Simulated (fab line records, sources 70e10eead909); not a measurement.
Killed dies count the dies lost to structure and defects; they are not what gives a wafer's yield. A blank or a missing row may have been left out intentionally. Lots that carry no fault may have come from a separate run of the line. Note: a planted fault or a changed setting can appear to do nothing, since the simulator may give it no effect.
fab line records ; flow nandHarc
record: lots: 6; wafers: 18; lastDay: 33
route steps=1302 shown A_WL_FILL@974 A_CONTACT@983 END@1302
lots that met no fault: from a run of the same line without faults
startH: the number of hours between the record's first day and the start of the first shown wafer of the lot ; waitH: hours since the lot's step before ; " identical to the entry in the row above ; L1.1+2: one row covering several wafers at once ; - no value present, or no start provided ; * or withheld: withheld ; < > ~ a bound
route shown NAME@n: NAME is a module with steps in the file, n the number in the route of the first one ; usual: average and standard deviation across the fault-free wafers ; same: alike in all rows ; chamber/n: place in a boat ; sites: per-site readings ; _std_site: standard deviation of those values ; _edge_site: outer sites' mean less inner sites' ; radiusMm: how far each site lies from the wafer's centre ; mask NAME#n: copy n ; behind: the most recent tool/chamber to have shaped the wafer ; hold: the reason the lot was held/the length of the hold in hours/how it ended ; device: the transistor (n, p or np) that didn't switch ; end of line: the same wafers' tests at the end of the route ; step lacking rows: just its recipe ; killed: dies that structure and defects cost at the first sort, which is not the same as the wafer's yield ; map: a wafer's dies, x killed, . not, _ none there
set.NAME: the setting that was run; set.NAME@STEP: the one run at that earlier step ; model.NAME: the simulator's own value behind a step, which no gauge read
lots at some steps of the route; a table a step, a row a wafer
services: when a tool's chamber went out of use (startH, in hours from the record's first day, below 0 if earlier), for how many hours, and the reason
== steps ==
step: NHARC_A_WL_FILL_SRD_14
step: NHARC_A_WL_FILL_ALD_19
recipe: targetThkA: 20; pulseTimeS: 3; aldCycles: 100; tempC: 450; material: TiN
usual: heaterPowerW: 1085/110; precursorPulseHeightRel: 1.001/0.02
same: aldCycles: 100
lot.wafer;tool;chamber;startH;waitH;heaterPowerW;precursorPulseHeightRel
L615.1;aldMetal-01;3;501.20;0.1;1004;1.006
L615.2;aldMetal-01;0;501.20;0.1;993;0.976
L615.4;aldMetal-01;2;501.20;0.1;1111;0.986
L625.3;aldMetal-03;0;590.76;0.1;1132;1.016
L625.4;aldMetal-03;1;590.76;0.1;952;1.022
L625.6;aldMetal-03;2;590.76;0.1;1053;1.020
L628.3;aldMetal-04;1;601.11;0.1;1298;0.964
L628.1;aldMetal-04;3;601.11;0.1;1182;0.985
L628.6;aldMetal-04;1;601.11;0.1;1268;1.039
L631.1;aldMetal-01;1;656.32;0.1;987;1.018
L631.4;aldMetal-01;2;656.32;0.1;1118;0.996
L631.3;aldMetal-01;0;656.32;0.1;990;1.008
L636.3;aldMetal-01;3;703.38;0.1;1000;1.010
L636.6;aldMetal-01;3;703.38;0.1;989;1.013
L636.5;aldMetal-01;0;703.38;0.1;1014;1.014
L638.3;aldMetal-04;2;713.91;0.1;1007;1.001
L638.4;aldMetal-04;0;713.91;0.1;1149;0.993
L638.6;aldMetal-04;2;713.91;0.1;1035;0.957
step: NHARC_A_WL_FILL_CVD_20
recipe: targetThkA: 1000; tempC: 400; pressureTorr: 40; wf6FlowSccm: 40; h2FlowSccm: 1600; arFlowSccm: 1560; timeS: 74; material: W
step: NHARC_A_WL_FILL_CMP_12
recipe: tOverpolishS: 30; targetThkNm: 100
usual: motorCurrentA: 11.5/1.2; overpolishRunS: 30.001/0.0095; retainingRingPressureFrac: 1.000/0.0045; slurryFlowMlMin: 149.9/0.47; timeToEndpointS: 21.3/2.9
lot.wafer;tool;chamber;startH;waitH;motorCurrentA;overpolishRunS;retainingRingPressureFrac;slurryFlowMlMin;timeToEndpointS
L615.2;cmp-01;0;501.72;0.2;9.9;29.986;1.003;150.1;17.6
L615.4;cmp-01;2;501.72;0.2;10.9;30.002;1.006;149.2;22.1
L615.1;cmp-01;3;501.72;0.2;10.8;30.008;1.000;151.0;20.9
L625.4;cmp-01;3;591.12;0.1;10.3;30.006;1.000;149.8;24.1
L625.3;cmp-01;0;591.12;0.1;10.1;30.009;0.996;150.0;22.6
L625.6;cmp-01;2;591.12;0.1;11.0;30.007;1.001;149.4;25.5
L628.3;cmp-01;2;601.53;0.1;10.8;30.006;1.000;149.6;27.0
L628.1;cmp-01;1;601.53;0.1;10.1;29.995;1.008;149.3;16.4
L628.6;cmp-01;3;601.53;0.1;10.5;29.994;1.003;149.7;22.0
L631.1;cmp-02;1;656.86;0.3;13.5;30.008;0.995;150.4;22.0
L631.4;cmp-02;2;656.86;0.3;11.6;29.995;0.995;149.6;23.9
L631.3;cmp-02;3;656.86;0.3;11.6;30.000;0.991;149.9;26.1
L636.3;cmp-01;0;703.79;0.1;9.7;30.004;1.002;150.4;19.1
L636.5;cmp-01;3;703.79;0.1;10.4;30.007;0.988;150.1;20.4
L636.6;cmp-01;0;703.79;0.1;9.4;29.996;1.003;150.3;16.6
L638.4;cmp-03;1;714.27;0.1;12.6;30.002;1.009;149.9;22.2
L638.3;cmp-03;2;714.27;0.1;11.8;30.016;1.006;149.2;24.9
L638.6;cmp-03;1;714.27;0.1;12.2;29.990;1.001;150.4;23.9
step: NHARC_A_WL_FILL_SRD_31
step: NHARC_A_WL_FILL_INSPECT_15
usual: rawDefectCount: 481/120
lot.wafer;tool;chamber;startH;waitH;rawDefectCount
L615.1;defectInspect-02;-;502.18;0.0;280
L615.2;defectInspect-02;-;502.18;0.0;334
L615.4;defectInspect-02;-;502.18;0.0;471
L625.3;defectInspect-02;-;591.56;0.0;328
L625.4;defectInspect-02;-;591.56;0.0;505
L625.6;defectInspect-02;-;591.56;0.0;416
L628.1;defectInspect-02;-;602.01;0.0;471
L628.3;defectInspect-02;-;602.01;0.0;373
L628.6;defectInspect-02;-;602.01;0.0;935
L631.1;defectInspect-02;-;657.32;0.0;591
L631.3;defectInspect-02;-;657.32;0.0;754
L631.4;defectInspect-02;-;657.32;0.0;495
L636.3;defectInspect-02;-;704.23;0.0;462
L636.5;defectInspect-02;-;704.23;0.0;437
L636.6;defectInspect-02;-;704.23;0.0;568
L638.3;defectInspect-01;-;714.74;0.0;445
L638.4;defectInspect-01;-;714.74;0.0;456
L638.6;defectInspect-01;-;714.74;0.0;537
step: NHARC_A_CONTACT_DEP_24
recipe: targetThkA: 5000; tempC: 400; pressureTorr: 6.5; rfW: 900; teosFlowSccm: 161.4; flowSccm: 2650; targetThkNm: 500; gas: O2; material: SiO2
usual: flowSccm: 2649/7.4; heaterPowerW: 531/110; throttleValvePct: 16.1/0.5
lot.wafer;tool;chamber;startH;waitH;flowSccm;heaterPowerW;throttleValvePct
L615.1;pecvd-03;0;502.49;0.3;2654;573;16.6
L615.2;pecvd-03;2;502.49;0.3;2659;632;16.4
L615.4;pecvd-03;2;502.49;0.3;2664;645;16.0
L625.3;pecvd-01;2;591.69;0.1;2648;514;14.7
L625.4;pecvd-01;1;591.69;0.1;2667;525;15.2
L625.6;pecvd-01;2;591.69;0.1;2656;542;14.9
L628.1;pecvd-03;0;602.14;0.1;2638;591;16.4
L628.3;pecvd-03;1;602.14;0.1;2648;419;16.7
L628.6;pecvd-03;2;602.14;0.1;2654;522;15.8
L631.1;pecvd-02;0;657.39;0.1;2630;399;16.1
L631.4;pecvd-02;0;657.39;0.1;2641;291;16.2
L631.3;pecvd-02;2;657.39;0.1;2659;555;15.9
L636.3;pecvd-02;0;704.36;0.1;2645;282;16.3
L636.5;pecvd-02;0;704.36;0.1;2648;324;16.1
L636.6;pecvd-02;1;704.36;0.1;2640;522;16.4
L638.3;pecvd-03;1;714.81;0.1;2648;386;16.9
L638.6;pecvd-03;1;714.81;0.1;2648;411;16.7
L638.4;pecvd-03;2;714.81;0.1;2633;572;15.8
step: NHARC_A_CONTACT_DEP_28
recipe: targetThkA: 70000; tempC: 400; material: aC
usual: throttleValvePct: 35.000/0.0081
lot.wafer;tool;chamber;startH;waitH;throttleValvePct
L615.1;aclDep-03;0;503.72;0.7;35.007
L615.2;aclDep-03;0;503.72;0.7;35.003
L615.4;aclDep-03;0;505.84;2.8;34.995
L625.3;aclDep-01;0;595.27;3.1;35.000
L625.4;aclDep-01;0;595.27;3.1;35.003
L625.6;aclDep-01;0;597.38;5.2;34.996
L628.1;aclDep-01;0;603.12;0.5;34.998
L628.3;aclDep-01;0;604.54;1.9;34.996
L628.6;aclDep-01;0;606.68;4.0;34.999
L631.1;aclDep-01;0;658.18;0.1;34.996
L631.3;aclDep-01;0;659.60;1.5;35.002
L631.4;aclDep-01;0;659.60;1.5;34.996
L636.3;aclDep-02;0;707.20;2.4;35.002
L636.5;aclDep-02;0;708.62;3.8;35.003
L636.6;aclDep-02;0;708.62;3.8;35.013
L638.3;aclDep-02;0;716.82;1.5;35.008
L638.4;aclDep-02;0;716.82;1.5;35.000
L638.6;aclDep-02;0;718.94;3.6;34.994
step: NHARC_A_CONTACT_DEP_29
recipe: targetThkA: 1000; targetThkNm: 100; tempC: 400; pressureTorr: 3.5; flowSccm: 200; rfW: 350; material: SiON
usual: heaterPowerW: 740/120
lot.wafer;tool;chamber;startH;waitH;heaterPowerW
L615.2;pecvd-02;0;508.04;2.9;608
L615.1;pecvd-02;1;508.04;2.9;732
L615.4;pecvd-02;2;508.04;2.9;910
L625.3;pecvd-01;2;598.14;2.2;781
L625.4;pecvd-01;2;598.14;2.2;800
L625.6;pecvd-01;0;598.14;2.2;777
L628.3;pecvd-01;2;607.41;2.2;743
L628.1;pecvd-01;0;607.41;2.2;856
L628.6;pecvd-01;1;607.41;2.2;755
L631.3;pecvd-03;2;662.45;2.1;749
L631.1;pecvd-03;0;662.45;2.1;808
L631.4;pecvd-03;0;662.45;2.1;814
L636.3;pecvd-03;0;710.11;2.2;837
L636.5;pecvd-03;1;710.11;2.2;626
L636.6;pecvd-03;0;710.11;2.2;806
L638.3;pecvd-01;0;719.72;2.2;762
L638.4;pecvd-01;1;719.72;2.2;764
L638.6;pecvd-01;0;719.72;2.2;785
step: NHARC_A_CONTACT_DEHYDRATE_32
recipe: tempC: 150; timeS: 120
step: NHARC_A_CONTACT_HMDS_33
recipe: timeS: 30
step: NHARC_A_CONTACT_COAT_34
recipe: tempC: 260; timeS: 75
step: NHARC_A_CONTACT_COAT_35
recipe: tempC: 225; timeS: 65
step: NHARC_A_CONTACT_COAT_36
recipe: spinRpm: 1500; resistThkNm: 90
step: NHARC_A_CONTACT_SOFTBAKE_37
recipe: tempC: 105; timeS: 55
step: NHARC_A_CONTACT_EBR_38
step: NHARC_A_CONTACT_EXPOSE_39
recipe: na: 1.35; sigmaOuter: 0.8; doseMj: 58.79; maskId: A_CC_3
step: NHARC_A_CONTACT_PEB_40
recipe: pebTempC: 100; pebTimeS: 65
step: NHARC_A_CONTACT_DEVELOP_41
recipe: developTimeS: 35; devTempC: 23
step: NHARC_A_CONTACT_CD_MEAS_42
recipe: targetCdNm: 300; landingEnergyEv: 500
usual: cdNm: 300.0/0.62
lot.wafer;tool;chamber;startH;waitH;cdNm
L615.1;cdSem-01;0;508.77;-;299.2
L615.2;cdSem-01;0;508.77;-;299.9
L615.4;cdSem-01;0;508.77;-;300.3
L625.3;cdSem-01;0;598.84;-;299.3
L625.4;cdSem-01;0;598.84;-;300.2
L625.6;cdSem-01;0;598.84;-;300.8
L628.1;cdSem-01;0;608.13;-;299.5
L628.3;cdSem-01;0;608.13;-;300.6
L628.6;cdSem-01;0;608.13;-;300.0
L631.1;cdSem-03;0;663.17;-;299.4
L631.3;cdSem-03;0;663.17;-;300.5
L631.4;cdSem-03;0;663.17;-;300.2
L636.3;cdSem-03;0;710.66;-;299.7
L636.5;cdSem-03;0;710.66;-;298.7
L636.6;cdSem-03;0;710.66;-;300.5
L638.3;cdSem-02;0;720.40;-;299.9
L638.4;cdSem-02;0;720.40;-;299.1
L638.6;cdSem-02;0;720.40;-;299.7
step: NHARC_A_CONTACT_OVL_MEAS_43
usual: overlayXNm: -0.1/0.78; overlayYNm: -0.2/0.9
lot.wafer;tool;chamber;startH;waitH;overlayXNm;overlayYNm
L615.1;overlay-01;-;508.86;-;-1.4;0.3
L615.2;overlay-01;-;508.86;-;-1.3;-0.5
L615.4;overlay-01;-;508.86;-;-0.7;0.0
L625.3;overlay-01;-;598.92;-;0.0;-0.4
L625.4;overlay-01;-;598.92;-;-0.1;-0.1
L625.6;overlay-01;-;598.92;-;0.0;0.3
L628.1;overlay-02;-;608.22;-;1.1;1.3
L628.3;overlay-02;-;608.22;-;1.0;1.7
L628.6;overlay-02;-;608.22;-;1.0;1.1
L631.1;overlay-02;-;663.25;-;0.5;0.4
L631.3;overlay-02;-;663.25;-;0.5;0.4
L631.4;overlay-02;-;663.25;-;-0.2;0.8
L636.3;overlay-02;-;710.74;-;-0.2;0.3
L636.5;overlay-02;-;710.74;-;-0.9;0.3
L636.6;overlay-02;-;710.74;-;0.3;0.9
L638.3;overlay-02;-;720.48;-;0.0;0.5
L638.4;overlay-02;-;720.48;-;-0.1;-0.1
L638.6;overlay-02;-;720.48;-;0.1;-0.1
step: NHARC_A_CONTACT_INSPECT_44
usual: rawDefectCount: 71/40
lot.wafer;tool;chamber;startH;waitH;rawDefectCount
L615.1;defectInspect-02;-;508.89;0.0;16
L615.2;defectInspect-02;-;508.89;0.0;25
L615.4;defectInspect-02;-;508.89;0.0;11
L625.3;defectInspect-02;-;598.96;0.0;732
L625.4;defectInspect-02;-;598.96;0.0;775
L625.6;defectInspect-02;-;598.96;0.0;781
L628.1;defectInspect-01;-;608.26;0.0;694
L628.3;defectInspect-01;-;608.26;0.0;640
L628.6;defectInspect-01;-;608.26;0.0;642
L631.1;defectInspect-01;-;663.29;0.0;143
L631.3;defectInspect-01;-;663.29;0.0;149
L631.4;defectInspect-01;-;663.29;0.0;143
L636.3;defectInspect-02;-;710.78;0.0;51
L636.5;defectInspect-02;-;710.78;0.0;73
L636.6;defectInspect-02;-;710.78;0.0;59
L638.3;defectInspect-02;-;720.52;0.0;43
L638.4;defectInspect-02;-;720.52;0.0;65
L638.6;defectInspect-02;-;720.52;0.0;82
step: NHARC_A_CONTACT_DESCUM_47
recipe: timeS: 3; o2FlowSccm: 200; arFlowSccm: 0; biasPowerW: 0; chemistry: O2
usual: drypumpMotorCurrentA: 5.8/0.47; oesProductAu: 1.001/0.011; rfVppV: 57.8/0.95; showerheadPlenumPTorr: 1.90/0.08; throttleValvePct: 11.311/0.0085
lot.wafer;tool;chamber;startH;waitH;drypumpMotorCurrentA;oesProductAu;rfHoursCounterH;rfVppV;showerheadPlenumPTorr;throttleValvePct
L615.2;rieDiel-08;2;508.95;0.1;6.1;1.004;17;57.1;1.79;11.328
L615.4;rieDiel-08;0;508.95;0.1;6.3;1.011;20;58.8;1.87;11.321
L615.1;rieDiel-08;1;508.95;0.1;6.0;1.011;19;57.5;1.87;11.297
L625.3;rieDiel-08;3;599.03;0.1;5.7;1.001;6;59.3;1.94;11.316
L625.4;rieDiel-08;1;599.03;0.1;6.0;0.992;5;56.8;1.86;11.299
L625.6;rieDiel-08;3;599.03;0.1;5.7;0.995;-;57.6;1.94;11.309
L628.3;rieDiel-08;1;608.33;0.1;6.0;0.975;6;56.9;1.86;11.318
L628.1;rieDiel-08;3;608.33;0.1;5.7;1.002;8;57.8;1.94;11.302
L628.6;rieDiel-08;1;608.33;0.1;6.0;0.996;-;58.7;1.86;11.309
L631.1;rieDiel-13;1;663.35;0.1;5.9;1.012;48;59.0;1.93;11.314
L631.4;rieDiel-13;3;663.35;0.1;5.4;1.019;45;58.0;2.06;11.310
L631.3;rieDiel-13;0;663.35;0.1;6.0;1.020;44;56.6;1.82;11.310
L636.3;rieDiel-02;0;710.84;0.1;5.3;1.003;50;58.1;1.94;11.319
L636.6;rieDiel-02;0;710.84;0.1;5.2;1.000;-;58.0;1.94;11.316
L636.5;rieDiel-02;1;710.84;0.1;6.4;0.994;-;59.1;2.04;11.310
L638.3;rieDiel-08;3;720.59;0.1;5.7;0.993;23;59.5;1.94;11.313
L638.4;rieDiel-08;0;720.59;0.1;6.3;1.002;23;59.1;1.86;11.318
L638.6;rieDiel-08;3;720.59;0.1;5.7;0.998;-;57.4;1.93;11.315
step: NHARC_END_SORT_01
recipe: tempC: 25
usual: killedAtArray: 46/16; killedAtOther: 0.9/1.3; killedAtPeriphery: 4.1/3; killedDies: 51/17; killedOpen: 3.5/1.8; killedShort: 2.5/1.8
same: grossDies: 677
lot.wafer;tool;chamber;startH;waitH;killedAtArray;killedAtOther;killedAtPeriphery;killedDies;killedOpen;killedShort
L625.3;prober-01;0;669.72;3.1;151;0;2;153;6;1
L625.4;prober-01;0;670.53;3.4;136;0;1;137;3;0
L625.6;prober-01;0;672.14;4.0;82;0;2;84;5;1
L628.1;prober-02;0;678.92;2.5;56;0;1;57;4;4
L628.3;prober-02;0;680.53;3.1;107;0;5;112;4;3
L628.6;prober-02;0;682.93;4.0;112;0;6;118;4;1
killed by level:class
L625.3 A_CONTACT:unspecified=89 A_SLIT:chamberFilmFlake=28 A_CHANNEL_HOLE_D1:chamberFilmFlake=24 A_M0:geometricParticle:open=3 A_STAIRCASE:chamberFilmFlake=3 A_CHANNEL_HOLE_D2:chamberFilmFlake=2 P_M0:geometricParticle:open=1 P_M1:geometricParticle:open=1
L625.4 A_CONTACT:unspecified=88 A_CHANNEL_HOLE_D1:chamberFilmFlake=29 A_SLIT:chamberFilmFlake=17 P_GATE:geometricParticle:open=1 A_ONON_D1:geometricParticle:open=1 A_CHANNEL_FILL_D1:geometricParticle:open=1
L625.6 A_CONTACT:unspecified=31 A_CHANNEL_HOLE_D1:chamberFilmFlake=27 A_SLIT:chamberFilmFlake=18 A_CHANNEL_HOLE_D2:geometricParticle:open=3 P_M0:geometricParticle:open=1 A_CHANNEL_FILL_D2:geometricParticle:short=1 A_M0:geometricParticle:open=1 P_GATE:chamberFilmFlake=1
L628.1 A_CONTACT:unspecified=28 A_CHANNEL_HOLE_D1:chamberFilmFlake=8 A_DECK1_JOINT:chamberFilmFlake=4 A_CONTACT:chamberFilmFlake=4 A_SLIT:chamberFilmFlake=3 A_CHANNEL_FILL_D2:geometricParticle:short=2 A_CONTACT:geometricParticle:open=2 A_CHANNEL_FILL_D1:geometricParticle:short=1
L628.3 A_CONTACT:unspecified=90 A_CHANNEL_HOLE_D1:chamberFilmFlake=7 P_M1:chamberFilmFlake=2 A_CONTACT:chamberFilmFlake=2 P_M0:geometricParticle:short=1 P_M0:geometricParticle:open=1 A_ONON_D1:geometricParticle:short=1 A_ONON_D1:geometricParticle:open=1
L628.6 A_CONTACT:unspecified=88 A_CHANNEL_HOLE_D1:chamberFilmFlake=17 A_CONTACT:chamberFilmFlake=4 P_M1:chamberFilmFlake=2 P_M0:geometricParticle:open=1 P_M2:geometricParticle:short=1 P_M2:geometricParticle:open=1 A_CHANNEL_HOLE_D1:geometricParticle:open=1
map L625.3 (x killed, . not)
____________.____________
_________......._________
_______.........x._______
______..........x.x______
_____............x.x_____
____...........xxxxxx____
____x...........xxxxx____
___............x.xx.xx___
___......x.......xx...___
__............x..xxxx..__
__.............xxxxx...__
_.............xxxxxxxx.._
_............xxxxxxxx..._
_............xxxxxxxxxx._
_............xxxxxxxxxx._
_............xxxxxxxxx.._
..............xxxxxxxx...
..x..........xxxxxxxxx...
..x...........xxxxxxxx...
...............xxxxx.....
.xx..........x..xxxxx....
_x.x..........xx.xx....._
_x.x...................._
_xxx...................._
_xxx...................._
_xxxx..................._
__xx.x.................__
__xxx..................__
___x.x................___
___...x...............___
____..........x......____
____......x..........____
_____........x......_____
______.....x.......______
_______.....x.x..._______
_________......._________
____________.____________
map L628.6 (x killed, . not)
____________.____________
_________......._________
_______..........._______
______.......xx....______
_____............x.._____
____.............xx.x____
____............xx.x.____
___...................___
___................x..___
__........xx...........__
__.....x...x.......x...__
_.........xxx...x......._
_......xxxx.xx.........._
_.......xxxxxxx........._
_......xxxxxxx.........._
_......xxxxxxxx........._
......x.xxxxxx.x.........
........xxxxxxx..........
......xxxxxxxxxx..x.x....
........xxxxxxx..........
......xxxxxxxxxxx........
_.......xxxxxx.x......x._
_......x..xxx..........._
_...x....x.x.xx........._
_......................._
_........x.............._
__..x..................__
__..........x..........__
___.x....x............___
___...................___
____................x____
____...............xx____
_____............x.._____
______.............______
_______..........._______
_________......._________
____________.____________
== services ==
tool;chamber;startH;hours;kind
cmp-01;-;482.12;4.0;pm
pecvd-01;-;492.18;13.0;pm
cmp-01;-;509.18;2.4;repair
aldMetal-01;-;526.11;10.0;pm
cmp-01;-;528.83;1.5;repair
rieDiel-08;-;544.80;9.0;pm
aldMetal-04;2;545.08;64.8;repair
pecvd-03;-;547.59;13.0;pm
aclDep-01;-;558.83;13.0;pm
rieDiel-08;1;569.57;13.0;repair
cmp-01;-;570.84;0.3;repair
cmp-01;-;580.14;4.0;pm
pecvd-02;-;589.14;13.0;pm
aldMetal-01;3;601.24;22.1;repair
aclDep-02;-;608.32;13.0;pm
aldMetal-04;0;622.00;38.4;repair
aldMetal-04;-;652.12;10.0;pm
pecvd-02;1;656.52;32.0;repair
pecvd-03;-;665.23;0.6;repair
pecvd-01;-;673.33;13.0;pm
cmp-01;-;678.14;4.0;pm
rieDiel-08;3;681.75;2.5;repair
aldMetal-01;-;704.11;10.0;pm
pecvd-03;-;717.71;3.2;repair
== key ==
firstSign: step: NHARC_A_CONTACT_INSPECT_44; reading: rawDefectCount; direction: up; sigmas: 16; usual: 71; struck: 711
effect: step: NHARC_END_SORT_01; reading: killedAtArray; direction: up; sigmas: 3.7; usual: 46; struck: 107; wafersMoved: 4
moreKillsBornAt: NHARC_A_CONTACT_DEP_29@pecvd-01: 414
metAt NHARC_A_CONTACT_DEP_29
struckWafers L625.3,L625.4,L625.6,L628.1,L628.3,L628.6
testerLeftOut L625,L628
fault: kind: chamberParticleSource; tool: pecvd-01; chamber: -; onsetH: 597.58; steps: NHARC_A_CONTACT_DEP_29; ratePerVisitCm2: 0.99019; endH: 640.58
testerLeftOut: of these lots the tester's yield and bins aren't shown, on N5 and GAA mostly nor the transistor test; their killed dies are dies lost to structure and defects alone, not to doping, threshold or leakage, so they don't give the yield
